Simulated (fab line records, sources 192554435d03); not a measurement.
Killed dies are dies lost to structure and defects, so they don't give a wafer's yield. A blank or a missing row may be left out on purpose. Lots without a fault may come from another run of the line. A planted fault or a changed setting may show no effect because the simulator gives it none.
fab line records | flow n5_finfet
record lots=24 wafers=72 last_day=18
route steps=1938 shown STI_FIN_REVEAL@208 SD_EPI_N@270 SD_EPI_P@312 SD_ACTIVATION@332 ILD0@344
lots that met no fault: from a run of the same line without faults
start_h: hours from the record's first day to the start of the lot's first wafer shown | wait_h: hours since the lot's step before | " the same as in the row above | L1.1+2: a row that stands for several wafers | - no value, or no start given | * or withheld: withheld | < > ~ a bound
route shown NAME@n: a module of which the file shows steps, and the number in the route of the first | usual: mean/standard deviation of fault-free wafers | same: alike in all rows | chamber/n: place in a boat | sites: the reading at each site | _std_site: their standard deviation | _edge_site: outer sites' mean less inner sites' | radius_mm: how far each site lies from the wafer's centre | mask NAME#n: copy n | behind: the tool/chamber that last shaped the wafer | hold: why the lot was held/for how many hours/how that ended | device: the transistor (n, p or np) that didn't switch | end of line: the same wafers' tests at the end of the route | a step without rows: its recipe alone | killed: dies lost to structure and defects at the first sort, not the wafer's yield | map: a wafer's dies, x killed, . not, _ none there
set.NAME: the setting as run; set.NAME@STEP: as run at that earlier step | model.NAME: the simulator's own value behind a step, which no gauge read
steps of the route over a sample of lots; a table a step, a row a wafer
services: from which hour (start_h, from the record's first day; less than 0 if before it) a tool's chamber was out of use, for how many hours, and why
## steps
# step N5_STI_FIN_REVEAL_FIN_H_MEAS_10
# usual trench_depth_nm=52.2/0.73
# columns lot.wafer tool chamber start_h wait_h trench_depth_nm
L074.2 ocd-01 - 37.65 0.0 52.8
L074.5 " - " " 52.7
L074.6 " - " " 51.3
L075.2 ocd-02 - 42.95 0.0 53.8
L075.3 " - " " 51.8
L075.5 " - " " 53.7
L076.1 ocd-02 - 49.29 0.0 52.0
L076.2 " - " " 52.7
L076.5 " - " " 51.6
L077.1 ocd-01 - 55.58 0.0 52.1
L077.2 " - " " 51.4
L077.5 " - " " 52.2
L078.1 ocd-02 - 61.00 0.0 51.4
L078.4 " - " " 51.3
L078.6 " - " " 52.1
L079.2 ocd-02 - 69.20 0.0 53.1
L079.3 " - " " 53.0
L079.4 " - " " 51.6
L080.1 ocd-02 - 77.31 0.0 52.2
L080.3 " - " " 50.8
L080.4 " - " " 51.1
L081.2 ocd-01 - 80.43 0.0 51.9
L081.5 " - " " 52.3
L081.6 " - " " 51.8
L082.1 ocd-02 - 85.49 0.0 52.0
L082.5 " - " " 52.9
L082.6 " - " " 53.4
L083.1 ocd-01 - 91.72 0.0 52.2
L083.3 " - " " 52.5
L083.4 " - " " 51.9
L084.1 ocd-01 - 98.49 0.0 52.9
L084.3 " - " " 53.6
L084.6 " - " " 54.3
L085.1 ocd-02 - 106.67 0.0 50.6
L085.3 " - " " 51.3
L085.6 " - " " 50.7
L086.3 ocd-01 - 110.85 0.0 52.1
L086.4 " - " " 52.3
L086.5 " - " " 52.7
L087.1 ocd-02 - 117.42 0.0 52.4
L087.4 " - " " 52.0
L087.5 " - " " 51.7
L088.1 ocd-02 - 121.44 0.0 52.2
L088.3 " - " " 53.0
L088.6 " - " " 52.2
L089.1 ocd-02 - 127.33 0.0 51.7
L089.3 " - " " 52.1
L089.5 " - " " 52.1
L090.2 ocd-01 - 132.96 0.0 51.7
L090.4 " - " " 51.6
L090.6 " - " " 51.6
L091.1 ocd-01 - 139.25 0.0 52.1
L091.5 " - " " 52.0
L091.6 " - " " 52.9
L092.4 ocd-01 - 145.21 0.0 52.8
L092.5 " - " " 52.0
L092.6 " - " " 52.1
L093.2 ocd-01 - 151.98 0.0 52.2
L093.4 " - " " 53.0
L093.5 " - " " 52.6
L094.2 ocd-01 - 157.70 0.0 52.0
L094.4 " - " " 53.7
L094.6 " - " " 51.2
L095.1 ocd-02 - 162.10 0.0 51.9
L095.4 " - " " 52.9
L095.5 " - " " 51.3
L096.2 ocd-02 - 170.22 0.0 52.3
L096.4 " - " " 52.5
L096.6 " - " " 51.5
L097.4 ocd-01 - 175.11 0.0 52.8
L097.5 " - " " 51.2
L097.6 " - " " 51.8
# step N5_SD_EPI_N_CD_MEAS_09
# recipe target_cd_nm=120 landing_energy_ev=500 detector=se_inlens
# usual cd_nm=120.0/0.67
# same landing_energy_ev=500
# columns lot.wafer tool chamber start_h wait_h cd_nm
L074.2 cd_sem-01 0 50.50 - 119.5
L074.5 " 0 " " 119.7
L074.6 " 0 " " 119.8
L075.2 cd_sem-01 0 54.03 - 118.9
L075.3 " 0 " " 119.6
L075.5 " 0 " " 118.8
L076.1 cd_sem-02 0 60.29 - 120.4
L076.2 " 0 " " 118.7
L076.5 " 0 " " 119.6
L077.1 cd_sem-02 0 67.39 - 118.5
L077.2 " 0 " " 119.5
L077.5 " 0 " " 120.4
L078.1 cd_sem-03 0 72.77 - 119.0
L078.4 " 0 " " 119.8
L078.6 " 0 " " 118.9
L079.2 cd_sem-01 0 80.78 - 119.6
L079.3 " 0 " " 120.3
L079.4 " 0 " " 119.2
L080.1 cd_sem-03 0 89.58 - 120.9
L080.3 " 0 " " 121.5
L080.4 " 0 " " 119.4
L081.2 cd_sem-03 0 92.50 - 119.9
L081.5 " 0 " " 119.3
L081.6 " 0 " " 120.5
L082.1 cd_sem-02 0 96.48 - 119.2
L082.5 " 0 " " 120.0
L082.6 " 0 " " 119.8
L083.1 cd_sem-03 0 105.65 - 120.5
L083.3 " 0 " " 121.4
L083.4 " 0 " " 120.2
L084.1 cd_sem-03 0 110.89 - 120.1
L084.3 " 0 " " 119.9
L084.6 " 0 " " 120.5
L085.1 cd_sem-01 0 117.54 - 118.8
L085.3 " 0 " " 119.3
L085.6 " 0 " " 120.0
L086.3 cd_sem-03 0 124.17 - 119.5
L086.4 " 0 " " 120.4
L086.5 " 0 " " 119.8
L087.1 cd_sem-03 0 128.60 - 120.9
L087.4 " 0 " " 119.8
L087.5 " 0 " " 120.5
L088.1 cd_sem-01 0 134.33 - 119.8
L088.3 " 0 " " 120.4
L088.6 " 0 " " 120.6
L089.1 cd_sem-03 0 139.58 - 121.9
L089.3 " 0 " " 121.3
L089.5 " 0 " " 121.1
L090.2 cd_sem-03 0 145.83 - 120.1
L090.4 " 0 " " 119.8
L090.6 " 0 " " 119.9
L091.1 cd_sem-01 0 151.95 - 119.8
L091.5 " 0 " " 119.4
L091.6 " 0 " " 120.3
L092.4 cd_sem-03 0 156.43 - 119.5
L092.5 " 0 " " 119.9
L092.6 " 0 " " 120.4
L093.2 cd_sem-02 0 163.20 - 119.9
L093.4 " 0 " " 120.6
L093.5 " 0 " " 120.7
L094.2 cd_sem-02 0 168.73 - 120.2
L094.4 " 0 " " 121.2
L094.6 " 0 " " 120.1
L095.1 cd_sem-03 0 173.48 - 119.6
L095.4 " 0 " " 119.9
L095.5 " 0 " " 120.7
L096.2 cd_sem-02 0 181.10 - 120.7
L096.4 " 0 " " 118.9
L096.6 " 0 " " 119.8
L097.4 cd_sem-03 0 190.12 - 120.1
L097.5 " 0 " " 119.3
L097.6 " 0 " " 118.9
# step N5_SD_EPI_N_SD_RECESS_17
# recipe chemistry=HBr/Cl2/O2 target_depth_a=410 mask_material=SOC time_s=23.7 bt_time_s=3 pressure_mtorr=10 icp_w=800 bias_w=112 HBr_flow_sccm=150 Cl2_flow_sccm=80 O2_flow_sccm=12
# usual drypump_motor_current_A=5.5/0.39 oes_product_au=1.006/0.015 throttle_valve_pct=37.1/0.34
# columns lot.wafer tool chamber start_h wait_h drypump_motor_current_A oes_product_au rf_hours_counter_h throttle_valve_pct
L074.2 rie_si-06 0 51.27 0.0 5.2 1.006 99 37.2
L074.5 " 3 " " 6.1 1.036 - 37.4
L074.6 " 0 " " 5.2 1.006 - 37.3
L075.2 rie_si-03 2 54.80 0.0 5.9 0.997 75 37.1
L075.3 " 1 " " 5.5 1.003 177 37.5
L075.5 " 1 " " 5.5 0.999 - 37.5
L076.1 rie_si-01 1 61.06 0.0 5.2 0.981 160 36.5
L076.2 " 2 " " 5.4 1.019 2 37.0
L076.5 " 3 " " 5.3 1.006 - 37.3
L077.1 rie_si-01 0 68.32 0.0 6.1 1.002 2 36.9
L077.2 " 1 " " 5.2 0.978 160 36.5
L077.5 " 3 " " 5.3 1.011 - 37.3
L078.1 rie_si-06 0 73.54 0.0 5.1 1.007 100 37.3
L078.4 " 1 " " 5.2 0.977 12 36.3
L078.6 " 1 " " 5.2 0.989 - 36.4
L079.2 rie_si-06 2 81.66 0.0 5.7 1.026 25 37.1
L079.3 " 0 " " 5.1 1.004 100 37.2
L079.4 " 3 " " 6.1 1.023 108 37.4
L080.1 rie_si-01 3 90.36 0.0 5.3 1.014 145 37.3
L080.3 " 0 " " 6.1 0.991 2 36.9
L080.4 " 3 " " 5.3 1.009 - 37.3
L081.2 rie_si-06 0 93.28 0.0 5.2 1.003 100 37.3
L081.5 " 0 " " 5.2 1.012 - 37.3
L081.6 " 3 " " 6.2 1.031 - 37.4
L082.1 rie_si-01 2 97.56 0.0 5.4 1.018 3 36.9
L082.5 " 2 " " 5.4 1.019 - 36.9
L082.6 " 1 " " 5.2 0.970 - 36.5
L083.1 rie_si-03 3 106.42 0.0 5.1 1.008 176 37.4
L083.3 " 0 " " 5.4 0.995 190 37.1
L083.4 " 2 " " 5.9 0.988 76 37.1
L084.1 rie_si-06 3 111.66 0.0 6.2 1.024 108 37.4
L084.3 " 0 " " 5.1 1.014 100 37.3
L084.6 " 2 " " 5.7 1.018 - 37.0
L085.1 rie_si-03 2 118.32 0.0 5.9 1.002 76 37.1
L085.3 " 3 " " 5.1 1.020 176 37.4
L085.6 " 2 " " 5.9 1.000 - 37.1
L086.3 rie_si-03 2 124.94 0.0 5.9 1.004 76 37.1
L086.4 " 3 " " 5.1 1.020 176 37.4
L086.5 " 0 " " 5.4 0.999 - 37.1
L087.1 rie_si-06 0 129.37 0.0 5.1 1.006 101 37.2
L087.4 " 3 " " 6.1 1.027 108 37.4
L087.5 " 2 " " 5.8 1.021 - 37.0
L088.1 rie_si-06 3 135.44 0.0 6.2 1.030 109 37.4
L088.3 " 2 " " 5.8 1.020 26 37.1
L088.6 " 2 " " 5.7 1.016 - 37.0
L089.1 rie_si-06 1 140.36 0.0 5.2 0.988 13 36.3
L089.3 " 0 " " 5.1 1.007 101 37.3
L089.5 " 3 " " 6.2 1.032 - 37.4
L090.2 rie_si-03 3 146.60 0.0 5.1 1.020 177 37.4
L090.4 " 2 " " 5.9 1.009 77 37.1
L090.6 " 0 " " 5.4 1.000 - 37.1
L091.1 rie_si-01 0 152.73 0.0 6.1 1.003 4 36.9
L091.5 " 1 " " 5.2 0.982 - 36.5
L091.6 " 0 " " 6.1 0.995 - 36.9
L092.4 rie_si-01 3 157.20 0.0 5.3 1.012 146 37.3
L092.5 " 3 " " 5.3 1.007 - 37.3
L092.6 " 0 " " 6.1 0.999 - 36.9
L093.2 rie_si-03 1 163.98 0.0 5.5 0.995 179 37.5
L093.4 " 2 " " 5.9 0.996 77 37.1
L093.5 " 0 " " 5.4 0.996 - 37.0
L094.2 rie_si-03 3 169.79 0.0 5.1 1.019 177 37.4
L094.4 " 1 " " 5.5 0.995 179 37.5
L094.6 " 3 " " 5.1 1.020 - 37.4
L095.1 rie_si-06 0 174.25 0.0 5.2 1.001 102 37.3
L095.4 " 1 " " 5.2 0.985 14 36.3
L095.5 " 3 " " 6.1 1.019 - 37.4
L096.2 rie_si-06 3 182.09 0.0 6.1 1.031 109 37.4
L096.4 " 2 " " 5.7 1.014 27 37.1
L096.6 " 3 " " 6.1 1.029 - 37.4
L097.4 rie_si-03 2 190.92 0.1 5.9 1.012 - 37.1
L097.5 " 3 " " 5.0 1.026 - 37.4
L097.6 " 1 " " 5.5 0.999 - 37.5
# step N5_SD_EPI_P_ETCH_16
# recipe chemistry=CHF3/O2 target=SiO2 target_depth_a=50 mask_material=SOC pressure_mtorr=30 source_w=650 bias_w=170 Ar_flow_sccm=200 CHF3_flow_sccm=50 O2_flow_sccm=5 ion_energy_ev=200
# usual drypump_motor_current_A=5.9/0.37 oes_product_au=0.74/0.058 rf_vpp_V=523/7.7 showerhead_plenum_p_Torr=2.44/0.067 throttle_valve_pct=19.02/0.24
# columns lot.wafer tool chamber start_h wait_h drypump_motor_current_A oes_product_au rf_hours_counter_h rf_vpp_V showerhead_plenum_p_Torr throttle_valve_pct
L074.2 rie_diel-03 3 55.88 0.1 6.4 0.69 226 526 2.47 18.78
L074.5 " 1 " " 5.8 0.72 - 516 2.50 18.93
L074.6 " 2 " " 5.7 0.86 - 523 2.37 18.76
L075.2 rie_diel-04 0 60.55 0.1 6.1 0.91 35 538 2.45 18.36
L075.3 " 2 " " 6.4 0.72 199 529 2.48 19.16
L075.5 " 2 " " 6.4 0.72 - 529 2.48 19.16
L076.1 rie_diel-06 0 66.75 0.1 5.4 0.74 159 531 2.41 19.30
L076.2 " 3 " " 6.0 0.72 167 512 2.31 19.16
L076.5 " 0 " " 5.4 0.74 - 531 2.41 19.32
L077.1 rie_diel-03 0 72.93 0.1 6.2 0.72 196 531 2.49 19.20
L077.2 " 2 " " 5.7 0.85 60 522 2.37 18.77
L077.5 " 0 " " 6.2 0.72 - 530 2.49 19.22
L078.1 rie_diel-06 2 77.90 0.1 5.5 0.85 51 521 2.35 18.77
L078.4 " 1 " " 5.3 0.77 112 514 2.45 18.97
L078.6 " 0 " " 5.4 0.74 - 531 2.41 19.32
L079.2 rie_diel-06 3 86.02 0.1 6.0 0.72 172 512 2.30 19.16
L079.3 " 0 " " 5.4 0.73 165 531 2.41 19.30
L079.4 " 2 " " 5.5 0.85 52 520 2.35 18.78
L080.1 rie_diel-06 1 94.91 0.1 5.3 0.76 116 512 2.44 18.98
L080.3 " 2 " " 5.5 0.85 55 521 2.35 18.77
L080.4 " 0 " " 5.4 0.73 167 533 2.41 19.32
L081.2 rie_diel-03 1 97.89 0.1 5.8 0.70 167 517 2.50 18.96
L081.5 " 0 " " 6.2 0.72 - 532 2.49 19.21
L081.6 " 3 " " 6.3 0.70 - 526 2.47 18.79
L082.1 rie_diel-06 2 102.20 0.1 5.5 0.84 56 520 2.35 18.79
L082.5 " 0 " " 5.4 0.72 - 530 2.41 19.32
L082.6 " 3 " " 6.0 0.71 - 510 2.30 19.17
L083.1 rie_diel-03 3 110.98 0.1 6.3 0.68 242 525 2.47 18.80
L083.3 " 1 " " 5.7 0.70 172 516 2.49 18.97
L083.4 " 1 " " 5.7 0.70 - 517 2.49 18.98
L084.1 rie_diel-04 2 116.03 0.1 6.4 0.69 213 529 2.47 19.19
L084.3 " 1 " " 6.3 0.75 124 523 2.54 18.97
L084.6 " 1 " " 6.3 0.75 - 523 2.54 18.96
L085.1 rie_diel-06 2 122.61 0.1 5.5 0.84 63 521 2.34 18.78
L085.3 " 1 " " 5.3 0.76 124 512 2.44 19.00
L085.6 " 1 " " 5.3 0.76 - 512 2.44 19.00
L086.3 rie_diel-06 0 129.39 0.1 5.4 0.73 178 530 2.40 19.32
L086.4 " 3 " " 6.0 0.71 185 511 2.30 19.18
L086.5 " 2 " " 5.5 0.84 - 520 2.34 18.79
L087.1 rie_diel-03 1 133.78 0.1 5.7 0.70 182 516 2.49 18.99
L087.4 " 1 " " 5.7 0.70 - 518 2.49 18.98
L087.5 " 0 " " 6.2 0.70 - 531 2.48 19.24
L088.1 rie_diel-04 1 140.20 0.1 6.3 0.75 131 523 2.54 18.97
L088.3 " 2 " " 6.4 0.69 220 529 2.47 19.18
L088.6 " 3 " " 5.3 0.74 - 521 2.49 19.18
L089.1 rie_diel-04 3 145.98 0.1 5.3 0.74 176 522 2.49 19.19
L089.3 " 0 " " 6.0 0.87 55 537 2.44 18.39
L089.5 " 0 " " 6.1 0.87 - 539 2.44 18.39
L090.2 rie_diel-03 3 150.86 0.1 6.3 0.67 259 526 2.46 18.84
L090.4 " 1 " " 5.8 0.70 - 516 2.49 18.99
L090.6 " 0 " " 6.2 0.70 - 531 2.48 19.24
L091.1 rie_diel-03 0 158.52 0.1 6.2 0.69 227 530 2.48 19.26
L091.5 " 0 " " 6.2 0.69 - 533 2.48 19.24
L091.6 " 3 " " 6.3 0.67 - 526 2.46 18.84
L092.4 rie_diel-04 3 161.56 0.1 5.3 0.73 182 522 2.49 19.21
L092.5 " 2 " " 6.4 0.69 - 529 2.47 19.20
L092.6 " 3 " " 5.3 0.74 - 522 2.49 19.19
L093.2 rie_diel-03 2 170.09 0.1 5.7 0.84 68 522 2.37 18.78
L093.4 " 2 " " 5.7 0.84 - 524 2.37 18.80
L093.5 " 0 " " 6.2 0.69 - 532 2.47 19.27
L094.2 rie_diel-03 2 174.37 0.1 5.7 0.83 70 522 2.37 18.79
L094.4 " 2 " " 5.7 0.84 - 521 2.37 18.80
L094.6 " 0 " " 6.2 0.69 - 531 2.47 19.27
L095.1 rie_diel-03 0 178.49 0.1 6.2 0.69 235 531 2.47 19.26
L095.4 " 0 " " 6.2 0.69 - 531 2.47 19.28
L095.5 " 2 " " 5.7 0.84 - 521 2.37 18.81
L096.2 rie_diel-04 2 189.70 0.1 6.4 0.68 235 529 2.46 19.22
L096.4 " 3 " " 5.3 0.73 190 521 2.49 19.21
L096.6 " 0 " " 6.1 0.85 - 537 2.43 18.40
L097.4 rie_diel-06 3 195.51 0.1 6.0 0.70 202 512 2.29 19.19
L097.5 " 3 " " 6.0 0.70 - 511 2.29 19.21
L097.6 " 2 " " 5.5 0.82 - 521 2.34 18.84
# step N5_SD_ACTIVATION_RS_MEAS_03
# recipe thk_meas_gauge=four-point-probe
# usual RS_SD_N=21.85/0.3 RS_SD_P=56.1/0.96
# columns lot.wafer tool chamber start_h wait_h RS_SD_N[ohm/sq] RS_SD_P[ohm/sq]
L074.2 film_metro-02 - 59.58 0.2 22.41 56.8
L074.5 " - " " 22.50 57.8
L074.6 " - " " 22.16 56.8
L075.2 film_metro-01 - 64.55 0.2 21.55 56.2
L075.3 " - " " 21.55 56.7
L075.5 " - " " 21.47 57.6
L076.1 film_metro-02 - 70.30 0.2 21.85 56.8
L076.2 " - " " 22.37 57.6
L076.5 " - " " 21.82 58.0
L077.1 film_metro-02 - 77.31 0.2 21.99 55.6
L077.2 " - " " 21.89 56.0
L077.5 " - " " 21.46 56.0
L078.1 film_metro-01 - 81.55 0.2 22.05 56.4
L078.4 " - " " 22.04 56.3
L078.6 " - " " 21.92 57.1
L079.2 film_metro-01 - 89.57 0.2 21.94 56.5
L079.3 " - " " 21.81 57.3
L079.4 " - " " 21.65 56.5
L080.1 film_metro-01 - 98.46 0.2 21.97 56.2
L080.3 " - " " 21.58 56.8
L080.4 " - " " 21.93 56.9
L081.2 film_metro-02 - 101.48 0.2 21.83 56.3
L081.5 " - " " 22.36 56.7
L081.6 " - " " 22.28 56.2
L082.1 film_metro-02 - 105.91 0.2 22.01 54.8
L082.5 " - " " 21.65 54.9
L082.6 " - " " 21.67 54.3
L083.1 film_metro-02 - 114.52 0.2 21.41 55.7
L083.3 " - " " 21.79 57.3
L083.4 " - " " 21.83 57.6
L084.1 film_metro-02 - 120.49 0.2 21.60 57.1
L084.3 " - " " 22.18 56.7
L084.6 " - " " 22.17 56.5
L085.1 film_metro-02 - 127.02 0.2 21.62 55.9
L085.3 " - " " 22.17 56.5
L085.6 " - " " 22.12 55.3
L086.3 film_metro-02 - 133.03 0.2 21.50 56.2
L086.4 " - " " 21.54 56.1
L086.5 " - " " 21.60 56.5
L087.1 film_metro-02 - 137.35 0.2 21.62 54.2
L087.4 " - " " 21.74 54.7
L087.5 " - " " 21.57 54.9
L088.1 film_metro-02 - 144.87 0.2 21.60 55.5
L088.3 " - " " 21.75 56.1
L088.6 " - " " 21.70 56.2
L089.1 film_metro-02 - 150.35 0.2 22.13 57.4
L089.3 " - " " 22.29 56.2
L089.5 " - " " 22.04 56.5
L090.2 film_metro-01 - 155.30 0.2 21.83 56.8
L090.4 " - " " 22.00 56.6
L090.6 " - " " 22.01 57.5
L091.1 film_metro-02 - 162.89 0.2 22.49 56.4
L091.5 " - " " 22.24 55.4
L091.6 " - " " 22.26 55.5
L092.4 film_metro-02 - 166.00 0.1 21.57 55.3
L092.5 " - " " 21.61 54.7
L092.6 " - " " 21.50 54.6
L093.2 film_metro-02 - 174.52 0.2 21.42 55.1
L093.4 " - " " 21.57 54.4
L093.5 " - " " 21.80 54.8
L094.2 film_metro-01 - 177.93 0.2 21.30 56.8
L094.4 " - " " 21.80 55.8
L094.6 " - " " 21.64 56.3
L095.1 film_metro-01 - 182.02 0.2 21.97 56.2
L095.4 " - " " 21.68 55.5
L095.5 " - " " 21.70 55.8
L096.2 film_metro-02 - 194.11 0.2 21.63 55.0
L096.4 " - " " 21.67 55.1
L096.6 " - " " 22.29 54.8
L097.4 film_metro-02 - 199.10 0.1 21.41 55.9
L097.5 " - " " 21.50 55.1
L097.6 " - " " 21.32 54.7
# step N5_ILD0_CMP_12
# recipe stop_on=poly-Si material=SiNx t_overpolish_s=6 post_cmp_clean=alkaline_brush down_force_psi=2.5 platen_rpm=51.8 pad_velocity_m_s=1.0307 target_thk_nm=17.67
# usual motor_current_A=9.5/1.1 overpolish_run_s=6.000/0.0094 platen_rpm=51.80/0.034 retaining_ring_pressure_frac=1.001/0.0047 time_to_endpoint_s=28.9/2.7
# columns lot.wafer tool chamber start_h wait_h motor_current_A overpolish_run_s platen_rpm retaining_ring_pressure_frac time_to_endpoint_s
L074.2 cmp-03 2 66.36 1.2 9.4 5.998 51.85 1.002 33.1
L074.6 " 0 " " 8.7 5.995 51.79 1.008 32.4
L074.5 " 1 " " 10.4 5.986 51.80 1.006 28.9
L075.3 cmp-03 0 71.37 1.2 8.2 6.005 51.74 0.999 30.9
L075.2 " 1 " " 11.0 5.992 51.85 1.003 28.0
L075.5 " 3 " " 9.9 6.008 51.83 0.998 27.2
L076.1 cmp-01 1 77.89 1.1 10.1 5.995 51.83 0.995 27.8
L076.2 " 3 " " 9.2 6.015 51.77 1.001 33.3
L076.5 " 2 " " 9.1 5.991 51.78 0.998 27.3
L077.1 cmp-03 2 83.60 1.2 9.5 6.013 51.79 1.001 30.3
L077.2 " 3 " " 10.4 6.002 51.76 1.000 27.5
L077.5 " 1 " " 10.0 5.990 51.80 1.003 26.6
L078.1 cmp-01 1 88.38 1.1 9.9 6.013 51.76 1.000 29.8
L078.4 " 2 " " 8.7 6.003 51.85 0.994 24.4
L078.6 " 1 " " 10.0 6.008 51.79 0.995 29.4
L079.3 cmp-01 1 96.56 1.1 9.8 6.012 51.75 1.002 29.8
L079.2 " 2 " " 8.9 5.995 51.81 1.003 28.1
L079.4 " 3 " " 9.3 6.003 51.76 1.005 32.2
L080.3 cmp-03 3 105.15 1.1 10.2 6.010 51.83 0.998 25.8
L080.1 " 0 " " 8.1 6.013 51.80 1.001 31.1
L080.4 " 1 " " 10.4 6.007 51.78 1.001 26.3
L081.2 cmp-04 0 107.77 1.2 8.9 6.011 51.79 0.994 25.0
L081.6 " 3 " " 11.9 6.017 51.79 0.998 29.4
L081.5 " 0 " " 8.6 6.018 51.83 1.008 23.7
L082.1 cmp-01 1 112.66 1.1 9.8 6.005 51.81 0.996 29.1
L082.6 " 1 " " 9.6 5.988 51.77 0.994 29.4
L082.5 " 2 " " 9.0 6.013 51.77 0.996 27.8
L083.1 cmp-04 1 121.15 1.1 9.2 5.985 51.77 1.001 29.3
L083.3 " 2 " " 8.5 6.002 51.77 1.004 27.4
L083.4 " 0 " " 9.0 5.987 51.80 1.004 23.3
L084.1 cmp-03 0 126.75 1.1 8.6 6.001 51.76 1.002 33.7
L084.3 " 2 " " 9.4 6.001 51.76 1.001 28.7
L084.6 " 0 " " 8.4 5.999 51.79 1.004 32.7
L085.1 cmp-03 2 133.37 1.2 9.8 6.007 51.80 1.000 28.8
L085.3 " 3 " " 10.1 5.995 51.82 1.005 25.7
L085.6 " 1 " " 10.6 6.000 51.85 0.997 27.9
L086.3 cmp-01 2 139.26 1.1 8.9 5.991 51.82 1.001 25.5
L086.4 " 0 " " 9.3 6.009 51.79 0.993 31.5
L086.5 " 2 " " 8.9 6.011 51.77 1.001 26.5
L087.1 cmp-01 2 144.36 1.2 8.8 6.014 51.80 0.998 27.9
L087.4 " 3 " " 9.3 5.982 51.77 0.993 33.1
L087.5 " 0 " " 9.6 6.000 51.83 1.003 31.6
L088.3 cmp-03 3 151.18 1.2 10.3 5.994 51.75 1.009 26.0
L088.1 " 0 " " 8.6 5.988 51.83 1.004 30.7
L088.6 " 3 " " 10.2 6.006 51.78 1.006 27.5
L089.1 cmp-04 3 156.93 1.1 11.9 6.002 51.71 1.000 31.9
L089.3 " 1 " " 9.1 6.000 51.89 0.993 28.3
L089.5 " 3 " " 12.6 6.006 51.82 1.003 29.4
L090.2 cmp-03 2 161.84 1.1 9.6 5.998 51.83 1.001 32.2
L090.4 " 0 " " 8.0 5.997 51.79 1.009 31.6
L090.6 " 2 " " 9.1 5.989 51.80 1.003 31.5
L091.1 cmp-04 1 169.34 1.3 9.1 6.007 51.77 0.996 30.5
L091.5 " 2 " " 8.6 6.002 51.77 1.001 30.1
L091.6 " 3 " " 12.0 5.989 51.85 1.007 29.9
L092.4 cmp-04 2 172.32 1.2 7.9 5.996 51.76 0.991 30.1
L092.6 " 1 " " 9.5 5.996 51.80 0.996 29.7
L092.5 " 2 " " 8.2 6.002 51.78 0.998 29.9
L093.4 cmp-03 2 180.78 0.0 9.6 5.999 51.79 1.003 30.8
L093.2 " 0 " " 8.8 6.001 51.88 1.003 30.2
L093.5 " 3 " " 10.4 5.989 51.77 1.006 28.2
L094.4 cmp-03 0 184.66 0.5 8.3 5.997 51.79 1.002 31.6
L094.2 " 1 " " 10.7 6.003 51.85 1.010 25.3
L094.6 " 3 " " 10.3 6.009 51.80 0.996 26.8
L095.4 cmp-04 3 188.41 1.2 12.0 6.024 51.76 0.996 28.3
L095.1 " 1 " " 9.0 6.000 51.76 1.005 29.8
L095.5 " 3 " " 12.2 5.997 51.88 1.000 26.8
L096.2 cmp-01 2 200.70 1.1 9.0 6.017 51.85 0.995 28.4
L096.4 " 0 " " 8.8 5.989 51.83 0.993 31.6
L096.6 " 2 " " 8.6 5.996 51.79 0.995 25.9
L097.4 cmp-04 3 205.75 1.2 11.7 6.000 51.76 0.999 26.6
L097.6 " 1 " " 8.9 5.995 51.82 1.004 26.1
L097.5 " 2 " " 8.4 6.011 51.78 0.999 27.2
## services
# columns tool chamber start_h hours kind
cmp-01 - 30.73 7.4 pm
rie_diel-03 - 33.56 5.8 repair
cmp-03 - 40.15 2.3 repair
rie_si-03 2 46.14 3.0 repair
rie_diel-06 2 61.78 5.3 repair
rie_diel-04 0 63.01 9.9 repair
cmp-01 - 63.89 11.1 repair
rie_diel-04 1 73.95 1.3 repair
cmp-03 - 74.08 5.6 pm
cmp-01 - 75.45 0.9 repair
cmp-01 - 84.11 1.6 repair
cmp-04 - 86.56 0.5 repair
rie_si-06 3 87.87 1.8 repair
cmp-01 - 89.03 4.0 pm
rie_diel-03 2 91.92 5.7 repair
cmp-04 - 92.34 4.0 pm
rie_diel-03 2 104.37 62.3 repair
cmp-03 - 109.62 1.0 repair
rie_si-06 2 156.33 3.4 repair
cmp-04 - 159.07 7.2 repair
cmp-01 - 168.40 1.6 repair
cmp-04 - 175.55 10.8 pm
rie_si-06 - 190.58 2.8 pm
cmp-04 - 194.07 0.7 repair
## key
fault none
